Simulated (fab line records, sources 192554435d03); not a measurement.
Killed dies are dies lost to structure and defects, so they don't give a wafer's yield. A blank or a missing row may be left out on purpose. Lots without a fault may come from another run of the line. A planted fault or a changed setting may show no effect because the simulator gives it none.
Split-lot experiment | flow n5_finfet | 7 lots, 21 wafers read, on a route of 1938 steps

THE SPLIT
At N5_SDB_ETCH_25 (etches SiO2 in C4F6/O2, target depth 10 nm, time 3.3 s), the setting time_s was moved away from the recipe's 3.3 s on 7 of the 21 wafers read, by -9.9% to +20.0%. The other wafers ran this setting at the recipe's value.

The reading is taken at the split's own step.

THE READING
etch.depth_nm (the simulator's own value, which no gauge read), in nm, at N5_SDB_ETCH_25 (etches SiO2 in C4F6/O2, target depth 10 nm, time 3.3 s). The file gives no usual value for it. The 14 wafers here that ran the recipe average 9.919 nm, standard deviation 0.068 nm.

wafer  | tool, chamber at the split | time_s as run, s | against the recipe | etch.depth_nm, nm | against lot-mates on the recipe
L076.3 | rie_diel-02, 1             | 3.3              | recipe             | 9.947             | -
L076.4 | rie_diel-02, 3             | 3.3              | recipe             | 9.75              | -
L076.6 | rie_diel-02, 1             | 3.3              | recipe             | 9.961             | -
L077.3 | rie_diel-02, 1             | 2.973            | -9.9%              | 8.985             | -0.929
L077.5 | rie_diel-02, 0             | 3.3              | recipe             | 9.914             | -
L077.6 | rie_diel-02, 3             | 2.973            | -9.9%              | 8.858             | -1.056
L078.4 | rie_diel-02, 0             | 3.3              | recipe             | 9.951             | -
L078.5 | rie_diel-02, 3             | 3.959            | +20.0%             | 11.81             | +1.859
L078.6 | rie_diel-02, 0             | 3.959            | +20.0%             | 11.89             | +1.939
L082.2 | rie_diel-04, 0             | 3.3              | recipe             | 9.9               | -
L082.4 | rie_diel-04, 2             | 3.3              | recipe             | 9.929             | -
L082.6 | rie_diel-04, 3             | 3.3              | recipe             | 10.02             | -
L083.3 | rie_diel-02, 3             | 3.3              | recipe             | 9.914             | -
L083.5 | rie_diel-02, 0             | 3.858            | +16.9%             | 11.65             | +1.725
L083.6 | rie_diel-02, 3             | 3.3              | recipe             | 9.936             | -
L090.3 | rie_diel-02, 3             | 3.912            | +18.5%             | 11.64             | +1.725
L090.4 | rie_diel-02, 1             | 3.912            | +18.5%             | 11.78             | +1.865
L090.6 | rie_diel-02, 3             | 3.3              | recipe             | 9.915             | -
L094.2 | rie_diel-02, 2             | 3.3              | recipe             | 10.01             | -
L094.3 | rie_diel-02, 1             | 3.3              | recipe             | 9.913             | -
L094.4 | rie_diel-02, 3             | 3.3              | recipe             | 9.803             | -

THE FIT
A straight line over all 21 wafers: etch.depth_nm changes by +0.098 nm for each +1% of time_s; r = +1.00; the points scatter about the line by 0.071 nm.
The same after taking each lot's own level away (the mean of its wafers on the recipe; 21 wafers): +0.0974 nm for each +1%; r = +1.00; scatter 0.069 nm.
On that fit, the largest move of time_s shifts the reading by 1.9 nm.
The lots' own levels span 9.8860 to 9.9510 nm, that is 1.0 times the standard deviation above.
So the lot-to-lot level changes the slope little: the two slopes agree.
Check: with one of the wafers moved furthest among these (+20.0%) left out of the fit, the line predicts +1.96 nm for it against its lot-mates. It came out at +1.86 nm against them.

OTHER SPLITS ON THESE WAFERS
These wafers also went through other splits before the reading. Each is held against what the fit with the lots' levels taken away leaves over:
other split on the same wafers | wafers away from the commonest value | r with etch.depth_nm (lot level and that fit taken away)
N5_SD_EPI_P_EPI_21 temp_c      | 3                                    | +0.13
N5_SD_ACTIVATION_LSA_01 temp_c | 3                                    | -0.03

THE FILE'S OWN FIT
etch.depth_nm changes by +0.0978 nm for each +1% of time_s, r = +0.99.
